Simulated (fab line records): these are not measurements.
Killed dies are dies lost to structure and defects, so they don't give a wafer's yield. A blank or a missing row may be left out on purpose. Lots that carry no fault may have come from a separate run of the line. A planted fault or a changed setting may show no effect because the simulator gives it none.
fab line records	flow n5_finfet
record: lots: 10	wafers: 30	last_day: 17
route steps=1938 shown SD_EPI_P@320 BEOL_M4@1097 BEOL_M5@1114 PASSIVATION@1936
lots that met no fault: from a run of the same line without faults
start_h: start of the lot's first displayed wafer, in hours after the record's first day	wait_h: time in hours since the lot's previous step	" same as the row above	L1.1+2: a row that stands for several wafers	- no value, or no start was given	* or withheld: withheld	< > ~ a bound
route shown NAME@n: NAME is a module with steps in the file, n the number in the route of the first one	usual: the fault-free wafers' mean and standard deviation	same: alike in all rows	chamber/n: place in a boat	sites: the reading at each site	_std_site: the standard deviation of these	_edge_site: inner sites' mean taken away from outer sites' mean	radius_mm: for every site, how far away it sits from the centre of the wafer	mask NAME#n: copy n	behind: the most recent tool/chamber to have shaped the wafer	hold: reason for holding the lot/hours on hold/outcome of the hold	device: names the non-switching transistor (n, p or np)	end of line: the same wafers' tests at the end of the route	a step with no rows: only its recipe	killed: dies lost to structure and defects at the first sort, not the wafer's yield	map: a wafer's dies, marking killed ones x, the rest . and places with no die _
set.NAME: setting as actually run; set.NAME@STEP: the setting as run at that earlier step	model.NAME: the simulator's own value behind a step, which no gauge read
one table for each step of the route and one row for each wafer, over a sample of lots
services: a tool's chamber out of use, with start hour (start_h, from the record's first day; less than 0 if before it), hours out, and reason
== steps ==
step: N5_SD_EPI_P_VAPOR_ETCH_44
recipe: chemistry: NF3/Ar	target: SiGe30	temp_c: 25	time_s: 3.3	mode: isotropic
lot.wafer	tool	chamber	start_h	wait_h
L581.1+2+4	epi_rpcvd-01	0	62.39	0.1
L582.1+2+4	epi_rpcvd-01	0	68.64	0.1
L583.1+4+6	epi_rpcvd-01	0	73.53	0.1
L584.1+3+5	epi_rpcvd-01	0	79.99	0.1
L586.1+2+6	epi_rpcvd-01	0	93.23	0.1
L589.2+5+6	epi_rpcvd-02	0	108.51	0.1
L590.1+2+5	epi_rpcvd-01	0	121.20	0.1
L600.3+5+6	epi_rpcvd-01	0	177.12	0.2
L601.3+5+6	epi_rpcvd-03	0	180.71	0.2
L602.1+4+5	epi_rpcvd-01	0	188.99	0.2
step: N5_BEOL_M4_ANNEAL_93
recipe: temp_c: 400	time_s: 240	ambient: vacuum
usual: heater_power_w: 823/83	susceptor_temp_C_max: 400.9/0.31
lot.wafer	tool	chamber	start_h	wait_h	heater_power_w	susceptor_temp_C_max
L581.1	pvd_sputter-03	-	166.26	0.0	762	400.7
L581.2	"	-	"	"	718	400.7
L581.4	"	-	"	"	863	400.7
L583.1	pvd_sputter-03	-	180.86	0.0	787	400.9
L583.4	"	-	"	"	718	401.3
L583.6	"	-	"	"	769	400.9
L582.1	pvd_sputter-01	-	181.08	0.0	819	400.7
L582.2	"	-	"	"	999	400.4
L582.4	"	-	"	"	954	401.0
L584.1	pvd_sputter-02	-	187.29	0.0	718	400.8
L584.3	"	-	"	"	939	400.7
L584.5	"	-	"	"	771	400.6
L586.1	pvd_sputter-03	-	204.11	0.0	778	401.0
L586.2	"	-	"	"	731	401.2
L586.6	"	-	"	"	726	401.2
L589.2	pvd_sputter-02	-	214.47	0.0	887	400.8
L589.5	"	-	"	"	871	400.6
L589.6	"	-	"	"	938	400.8
L590.1	pvd_sputter-01	-	232.27	0.0	792	400.5
L590.2	"	-	"	"	958	400.8
L590.5	"	-	"	"	1006	401.1
L600.3	pvd_sputter-02	-	293.00	0.0	977	400.7
L600.5	"	-	"	"	781	400.9
L600.6	"	-	"	"	738	400.7
L602.1	pvd_sputter-03	-	294.54	0.0	766	400.9
L602.4	"	-	"	"	714	401.0
L602.5	"	-	"	"	765	400.8
L601.3	pvd_sputter-03	-	300.88	0.0	721	401.1
L601.5	"	-	"	"	742	401.4
L601.6	"	-	"	"	797	401.0
step: N5_BEOL_M4_CMP_52
recipe: stop_on: SiOC	t_overpolish_s: 6.8	down_force_psi: 1	platen_rpm: 50	clearing_platen_down_force_psi: 1.5	clearing_platen_rpm: 50	post_cmp_clean: cu_alkaline	target_thk_nm: 40	clearing_platen_pad_velocity_m_s: 0.99484	pad_velocity_m_s: 0.99484
usual: barrier_field_endpoint_s: 24.6/0.74	motor_current_A: 5.7/0.57	overpolish_run_s: 6.799/0.0097	time_to_endpoint_s: 62/3.7
lot.wafer	tool	chamber	start_h	wait_h	barrier_field_endpoint_s	motor_current_A	overpolish_run_s	time_to_endpoint_s
L581.2	cmp-03	1	168.52	0.2	24.9	6.2	6.800	65
L581.1	"	2	"	"	24.4	6.0	6.771	62
L581.4	"	3	"	"	25.2	4.5	6.788	64
L583.4	cmp-02	1	181.75	0.2	23.0	5.4	6.798	53
L583.1	"	2	"	"	23.8	6.7	6.803	57
L583.6	"	0	"	"	23.8	5.4	6.797	57
L582.4	cmp-03	1	182.22	0.2	24.5	6.0	6.782	62
L582.1	"	2	"	"	24.1	6.0	6.794	59
L582.2	"	3	"	"	24.1	4.8	6.785	59
L584.1	cmp-03	1	188.20	0.3	23.7	6.2	6.796	63
L584.3	"	3	"	"	23.7	4.7	6.801	61
L584.5	"	1	"	"	24.3	6.1	6.783	62
L586.2	cmp-01	1	204.96	0.2	24.5	6.6	6.814	65
L586.1	"	2	"	"	25.1	6.0	6.789	66
L586.6	"	1	"	"	24.6	6.5	6.809	62
L589.2	cmp-03	2	215.37	0.2	23.6	6.1	6.823	64
L589.5	"	1	"	"	24.6	6.2	6.802	66
L589.6	"	2	"	"	24.5	6.2	6.805	63
L590.2	cmp-03	0	233.28	0.2	24.0	5.6	6.797	56
L590.1	"	2	"	"	23.4	6.1	6.788	58
L590.5	"	3	"	"	24.8	4.6	6.797	59
L600.3	cmp-01	2	293.89	0.2	25.7	6.1	6.804	65
L600.5	"	1	"	"	25.4	6.8	6.801	63
L600.6	"	2	"	"	26.0	6.5	6.796	66
L602.1	cmp-01	0	295.58	0.4	25.0	5.2	6.798	67
L602.4	"	1	"	"	24.9	6.5	6.783	64
L602.5	"	0	"	"	25.6	5.2	6.799	69
L601.3	cmp-03	1	301.97	0.3	24.8	5.9	6.802	64
L601.6	"	2	"	"	24.6	6.1	6.790	60
L601.5	"	3	"	"	24.6	5.0	6.804	62
step: N5_BEOL_M4_RC_MEAS_101
usual: DIBL_N: 36.8/2.1	DIBL_P: 37.1/2.2	IOFF_N: 0.18/0.037	IOFF_P: 0.23/0.041	IOFF_P_85C: 3.9/0.58	IOFF_P_LIN: 0.105/0.015	ION_N: 682/13	ION_P: 467/8.6	REXT_P: 101.2/2.6	SS_N: 71.7/0.61	SS_P: 73.5/0.6	VT_N: 248/3.4	VT_P: -249/3.5	VT_P_LVT: -98/3.4
lot.wafer	tool	chamber	start_h	wait_h	DIBL_N[mV/V]	DIBL_P[mV/V]	IOFF_N[nA/um]	IOFF_P[nA/um]	IOFF_P_85C[nA/um]	IOFF_P_LIN[nA/um]	ION_N[uA/um]	ION_P[uA/um]	REXT_P[ohm.um]	SS_N[mV/dec]	SS_P[mV/dec]	VT_N[mV]	VT_P[mV]	VT_P_LVT[mV]
L581.1	prober-01	0	169.10	0.0	39.8	39.1	0.22	0.26	4.5	0.117	695	474	105.4	72.5	74.0	244	-249	-96
L581.2	"	0	"	"	39.1	37.5	0.19	0.23	4.1	0.109	691	467	105.3	72.8	73.8	247	-247	-97
L581.4	"	0	"	"	40.5	39.5	0.24	0.28	4.7	0.124	706	479	106.1	72.6	73.9	245	-246	-93
L583.1	prober-02	0	182.35	0.0	36.5	36.6	0.16	0.21	3.6	0.096	678	466	100.4	71.6	73.2	245	-252	-100
L583.4	"	0	"	"	36.7	36.8	0.17	0.21	3.7	0.098	674	460	101.4	71.4	73.2	249	-250	-100
L583.6	"	0	"	"	35.4	34.2	0.14	0.17	3.1	0.085	673	455	101.1	70.7	72.6	251	-252	-102
L582.1	prober-01	0	182.89	0.0	33.7	35.1	0.12	0.17	3.0	0.081	662	457	105.9	70.5	72.7	252	-252	-103
L582.2	"	0	"	"	32.8	33.8	0.10	0.15	2.7	0.073	649	440	105.7	70.6	72.9	257	-256	-105
L582.4	"	0	"	"	34.0	34.8	0.12	0.16	2.9	0.080	662	452	104.5	70.7	72.3	253	-257	-102
L584.1	prober-02	0	188.83	0.0	32.2	32.8	0.13	0.18	3.2	0.089	668	461	100.4	70.8	72.8	250	-250	-101
L584.3	"	0	"	"	32.3	32.7	0.13	0.18	3.3	0.088	678	466	100.4	70.5	72.8	253	-249	-101
L584.5	"	0	"	"	34.1	34.5	0.16	0.21	3.6	0.099	683	470	99.1	71.5	73.6	248	-250	-99
L586.1	prober-01	0	205.60	0.0	37.9	37.5	0.18	0.21	3.6	0.098	657	445	104.5	72.1	73.3	250	-250	-100
L586.2	"	0	"	"	37.7	65.0	0.18	3.42	37.3	0.755	675	560	80.7	71.6	81.8	247	-210	-56
L586.6	"	0	"	"	36.2	37.0	0.14	0.19	3.3	0.089	659	449	105.5	71.4	72.8	253	-251	-100
L589.2	prober-01	0	216.09	0.2	38.1	37.8	0.21	0.24	4.2	0.111	690	473	99.0	71.3	73.8	245	-247	-97
L589.5	"	0	"	"	37.7	37.0	0.20	0.24	4.1	0.108	691	479	99.1	72.4	73.3	244	-249	-98
L589.6	"	0	"	"	38.8	39.0	0.20	0.26	4.4	0.115	689	472	99.5	71.8	73.7	248	-248	-97
L590.1	prober-02	0	233.88	0.0	37.8	39.9	0.21	0.22	3.8	0.102	706	474	102.7	71.9	74.5	246	-250	-98
L590.2	"	0	"	"	39.9	64.5	0.27	2.67	30.8	0.779	712	580	77.9	72.3	78.1	241	-208	-55
L590.5	"	0	"	"	37.2	39.6	0.21	0.21	3.8	0.100	691	470	102.6	71.8	73.7	246	-251	-99
L600.3	prober-02	0	294.77	0.3	38.5	39.1	0.22	0.26	4.4	0.116	699	473	96.9	71.3	75.0	245	-248	-97
L600.5	"	0	"	"	34.8	34.6	0.14	0.18	3.3	0.090	669	467	96.9	70.4	73.3	253	-249	-102
L600.6	"	0	"	"	36.3	36.2	0.18	0.21	3.6	0.100	696	472	97.1	70.7	73.9	247	-251	-100
L602.1	prober-01	0	296.41	0.0	35.1	37.3	0.16	0.20	3.6	0.098	677	466	102.2	70.8	72.6	249	-250	-101
L602.4	"	0	"	"	35.8	37.5	0.16	0.20	3.6	0.096	684	464	102.1	71.4	73.9	250	-250	-101
L602.5	"	0	"	"	37.7	41.0	0.22	0.26	4.5	0.118	690	468	101.6	71.8	74.3	247	-248	-97
L601.3	prober-01	0	302.78	0.3	37.0	39.5	0.20	0.29	4.7	0.132	694	475	100.2	72.4	74.0	245	-242	-91
L601.5	"	0	"	"	37.0	39.3	0.19	0.29	4.7	0.132	685	476	99.2	71.6	73.7	247	-242	-91
L601.6	"	0	"	"	39.1	41.5	0.24	0.33	5.3	0.144	696	480	99.2	73.0	74.6	244	-242	-90
step: N5_BEOL_M5_THK_MEAS_01
recipe: reads: SiCOH_lowk_of_BEOL_M5_ILD_DEP_00
usual: M5_ILD_THK: 121.0/1.7
lot.wafer	tool	chamber	start_h	wait_h	M5_ILD_THK[nm]
L581.1	film_metro-02	-	171.12	0.8	119.7
L581.2	"	-	"	"	117.5
L581.4	"	-	"	"	120.8
L583.1	film_metro-01	-	183.88	0.4	117.5
L583.4	"	-	"	"	121.4
L583.6	"	-	"	"	119.8
L582.1	film_metro-01	-	184.43	0.4	120.9
L582.2	"	-	"	"	119.6
L582.4	"	-	"	"	120.7
L584.1	film_metro-01	-	190.36	0.4	119.5
L584.3	"	-	"	"	118.9
L584.5	"	-	"	"	121.4
L586.1	film_metro-02	-	207.18	0.4	120.4
L586.2	"	-	"	"	121.4
L586.6	"	-	"	"	121.0
L589.2	film_metro-02	-	217.49	0.4	120.5
L589.5	"	-	"	"	123.2
L589.6	"	-	"	"	120.6
L590.1	film_metro-01	-	235.42	0.4	120.4
L590.2	"	-	"	"	118.5
L590.5	"	-	"	"	120.3
L600.3	film_metro-02	-	296.00	0.3	119.1
L600.5	"	-	"	"	121.5
L600.6	"	-	"	"	121.2
L602.1	film_metro-02	-	297.95	0.4	121.7
L602.4	"	-	"	"	121.9
L602.5	"	-	"	"	123.9
L601.3	film_metro-01	-	304.00	0.3	120.1
L601.5	"	-	"	"	121.8
L601.6	"	-	"	"	123.0
step: N5_PASSIVATION_PROBE_49
usual: defect_limited_yield: 91.0/1.4	killed_at_M0_to_M3: 35/10	killed_at_M4_up: 13/6	killed_at_contacts: 13/6.4	killed_at_front_end: 42/12	killed_at_other: 3.2/2.4	killed_dies: 107/17	killed_open: 69/13	killed_short: 33/7.3	sort_bin_4_leakage: 0.00/0.022	sort_bin_5_function: 5.3/0.92	sort_bin_6_memory: 3.3/0.66	sort_bin_8_speed: 0.00/0.035	sort_n_pass: 1073/17	sort_yield_pct: 90.9/1.4
same: gross_dies: 1180	killed_at_back_side: 0
lot.wafer	tool	chamber	start_h	wait_h	defect_limited_yield[%]	killed_at_M0_to_M3	killed_at_M4_up	killed_at_contacts	killed_at_front_end	killed_at_other	killed_dies	killed_open	killed_short	sort_bin_4_leakage[%]	sort_bin_5_function[%]	sort_bin_6_memory[%]	sort_bin_8_speed[%]	sort_n_pass	sort_yield_pct[%]
L581.1	prober-01	-	273.75	0.0	90.7	18	16	13	58	5	110	59	42	0	4.8	3.7	0	1070	90.7
L581.2	prober-01	-	273.80	0.1	91.5	35	10	14	38	3	100	59	37	0	5.1	3.2	0	1080	91.5
L581.4	prober-01	-	273.90	0.2	91.2	36	9	20	28	11	104	54	42	0	5.3	3.1	0	1076	91.2
L584.1	prober-02	-	291.53	0.0	93.1	18	13	4	44	2	81	46	33	0	4.2	2.5	0	1099	93.1
L584.3	prober-02	-	291.63	0.1	91.4	11	11	29	47	4	102	60	34	0	4.8	3.2	0	1078	91.4
L584.5	prober-02	-	291.73	0.2	93.2	21	17	8	31	3	80	52	24	0	4.5	1.9	0	1100	93.2
L586.1	prober-01	-	312.41	0.0	89.7	36	17	8	56	5	122	65	47	0	5.3	4.1	0	1058	89.7
L586.2	prober-01	-	312.46	0.1	89.8	39	24	8	48	1	120	71	42	89.83	5.8	3.7	0	0	0
L586.6	prober-01	-	312.66	0.3	89.7	34	14	17	50	6	121	66	45	0	5.9	3.6	0	1059	89.7
L590.1	prober-01	-	337.72	0.0	89.7	43	21	16	39	3	122	82	33	0	6.1	3.6	0	1058	89.7
L590.2	prober-01	-	337.77	0.1	93.1	29	9	16	27	1	82	52	25	93.05	4.4	2.4	0	0	0
L590.5	prober-01	-	337.92	0.2	89.3	32	20	19	55	0	126	78	43	0	6.7	3.2	0	1054	89.3
killed by level:class
L581.1 FIN_SAQP:geometric_particle:short=17 FIN_SAQP:geometric_particle:open=15 MOL_CONTACT_COAG:geometric_particle:open=9 BEOL_M4:geometric_particle:open=7 STI_FIN_REVEAL:geometric_particle:open=6 BEOL_M0_SAQP:geometric_particle:open=5 BEOL_M0_SAQP:geometric_particle:short=5 HKMG_FIN:area_etch=4
L581.2 BEOL_M0_SAQP:geometric_particle:open=12 MOL_CONTACT_COAG:geometric_particle:open=11 FIN_SAQP:geometric_particle:short=10 BEOL_M0_SAQP:geometric_particle:short=9 BEOL_M3:geometric_particle:open=7 FIN_SAQP:geometric_particle:open=5 STI_FIN_REVEAL:geometric_particle:open=4 STI_FIN_REVEAL:geometric_particle:short=3
L581.4 MOL_CONTACT_COAG:geometric_particle:open=14 BEOL_M0_SAQP:geometric_particle:short=13 BEOL_M3:geometric_particle:open=7 FIN_SAQP:geometric_particle:short=6 BEOL_M0_SAQP:geometric_particle:open=6 GATE_CUT:geometric_particle:short=5 PASS1_CAP:geometric_particle:short=5 FIN_SAQP:geometric_particle:open=3
L584.1 FIN_SAQP:geometric_particle:short=15 FIN_SAQP:geometric_particle:open=8 STI_FIN_REVEAL:geometric_particle:open=7 MOL_CONTACT_COAG:geometric_particle:open=4 BEOL_M4:geometric_particle:open=4 BEOL_M0_SAQP:geometric_particle:short=3 BEOL_M0:geometric_particle:open=3 BEOL_M1:geometric_particle:short=3
L584.3 MOL_CONTACT_COAG:geometric_particle:open=25 FIN_SAQP:geometric_particle:short=11 FIN_SAQP:geometric_particle:open=6 STI_FIN_REVEAL:geometric_particle:open=4 PASS1_CAP:geometric_particle:short=4 STARTING-WAFER:geometric_particle:short=4 ILD0:geometric_particle:open=3 GATE_CUT:geometric_particle:open=3
L584.5 MOL_CONTACT_COAG:geometric_particle:open=7 FIN_SAQP:geometric_particle:short=6 FIN_SAQP:geometric_particle:open=5 STI_FIN_REVEAL:geometric_particle:open=5 BEOL_M3:geometric_particle:open=5 BEOL_M1:geometric_particle:open=4 GATE_CUT:geometric_particle:short=4 BEOL_M2:geometric_particle:open=4
L586.1 FIN_SAQP:geometric_particle:open=17 FIN_SAQP:geometric_particle:short=15 BEOL_M3:geometric_particle:open=13 BEOL_M0_SAQP:geometric_particle:short=9 MOL_CONTACT_COAG:geometric_particle:open=7 STARTING-WAFER:geometric_particle:short=6 BEOL_M3:geometric_particle:short=5 BEOL_M4:geometric_particle:open=5
L586.2 FIN_SAQP:geometric_particle:open=10 BEOL_M0_SAQP:geometric_particle:short=10 BEOL_M3:geometric_particle:open=9 FIN_SAQP:geometric_particle:short=8 BEOL_M4:geometric_particle:open=8 BEOL_M0_SAQP:geometric_particle:open=6 BEOL_M3:geometric_particle:short=6 STI_FIN_REVEAL:geometric_particle:open=5
L586.6 FIN_SAQP:geometric_particle:open=13 BEOL_M3:geometric_particle:open=11 FIN_SAQP:geometric_particle:short=10 MOL_CONTACT_COAG:geometric_particle:open=10 STARTING-WAFER:geometric_particle:short=5 GATE_CUT:geometric_particle:short=5 MOL_CONTACT_COAG:geometric_particle:short=5 BEOL_M0_SAQP:geometric_particle:short=4
L590.1 BEOL_M0_SAQP:geometric_particle:open=21 FIN_SAQP:geometric_particle:open=16 BEOL_M4:geometric_particle:open=14 BEOL_M0_SAQP:geometric_particle:short=13 MOL_CONTACT_COAG:geometric_particle:open=9 MOL_CONTACT_COAG:geometric_particle:short=7 FIN_SAQP:geometric_particle:short=4 ILD0:geometric_particle:short=3
L590.2 MOL_CONTACT_COAG:geometric_particle:open=14 BEOL_M0_SAQP:geometric_particle:short=8 BEOL_M0_SAQP:geometric_particle:open=8 BEOL_M4:geometric_particle:open=5 BEOL_M1:geometric_particle:open=4 FIN_SAQP:geometric_particle:open=3 FIN_SAQP:geometric_particle:short=3 STI_FIN_REVEAL:geometric_particle:open=3
L590.5 MOL_CONTACT_COAG:geometric_particle:open=18 BEOL_M4:geometric_particle:open=14 BEOL_M0_SAQP:geometric_particle:short=12 FIN_SAQP:geometric_particle:open=11 BEOL_M0_SAQP:geometric_particle:open=11 FIN_SAQP:geometric_particle:short=10 DUMMY_GATE:geometric_particle:open=7 BEOL_M2:geometric_particle:open=5
== services ==
tool	chamber	start_h	hours	kind
cmp-01	-	43.06	2.4	repair
cmp-03	-	47.89	1.2	repair
cmp-03	-	55.53	0.8	repair
epi_rpcvd-02	-	56.65	34.7	pm
cmp-01	-	71.33	0.6	repair
cmp-01	-	74.90	2.6	repair
cmp-01	-	80.65	0.8	repair
epi_rpcvd-03	-	88.18	2.8	pm
pvd_sputter-01	-	97.88	0.6	repair
cmp-02	-	113.88	0.6	repair
cmp-01	-	131.97	4.0	pm
pvd_sputter-03	-	136.53	4.5	repair
epi_rpcvd-02	-	152.20	6.0	pm
cmp-03	-	154.68	3.6	repair
cmp-01	-	189.44	2.1	repair
cmp-02	-	194.17	4.0	pm
cmp-03	-	198.60	4.6	pm
cmp-03	-	204.47	0.6	repair
cmp-03	-	218.22	5.1	pm
cmp-01	-	223.82	5.5	pm
cmp-03	-	224.05	0.2	repair
cmp-03	-	247.08	1.8	repair
cmp-02	-	272.17	5.4	pm
cmp-01	-	300.96	0.5	repair
== key ==
first_sign: step: N5_BEOL_M4_RC_MEAS_101	reading: IOFF_P	direction: up	sigmas: 68	usual: 0.23	struck: 3.05
effect: step: N5_BEOL_M4_RC_MEAS_101	reading: IOFF_P_85C	direction: up	sigmas: 52	usual: 3.9	struck: 34.1
effect: step: N5_BEOL_M4_RC_MEAS_101	reading: IOFF_P_LIN	direction: up	sigmas: 44	usual: 0.105	struck: 0.767
effect: step: N5_BEOL_M4_RC_MEAS_101	reading: DIBL_P	direction: up	sigmas: 13	usual: 37.1	struck: 64.7
effect: step: N5_BEOL_M4_RC_MEAS_101	reading: VT_P_LVT	direction: up	sigmas: 12	usual: -98	struck: -56
effect: step: N5_BEOL_M4_RC_MEAS_101	reading: ION_P	direction: up	sigmas: 12	usual: 467	struck: 570
effect: step: N5_BEOL_M4_RC_MEAS_101	reading: VT_P	direction: up	sigmas: 11	usual: -249	struck: -209
effect: step: N5_BEOL_M4_RC_MEAS_101	reading: SS_P	direction: up	sigmas: 11	usual: 73.5	struck: 79.9
effect: step: N5_BEOL_M4_RC_MEAS_101	reading: REXT_P	direction: down	sigmas: 8.6	usual: 101.2	struck: 79.3
effect: step: N5_PASSIVATION_PROBE_49	reading: sort_bin_4_leakage	direction: up	sigmas: 99+	usual: 0.00	struck: 91.44
met_at N5_SD_EPI_P_VAPOR_ETCH_44
struck_lots L586,L590
struck_wafers L586.2,L590.2
not_acting_at N5_BEOL_M4_ANNEAL_93,N5_BEOL_M4_CMP_52,N5_BEOL_M5_THK_MEAS_01
onset_between 79.99 93.23
fault: kind: process_parameter_drift	tool: epi_rpcvd-01	chamber: -	onset_h: 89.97	steps: N5_SD_EPI_P_VAPOR_ETCH_44	channel: time_s	offset: *	shape: step	end_h: 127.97	scope: struck_wafers_only	acts_in: *	stated: *
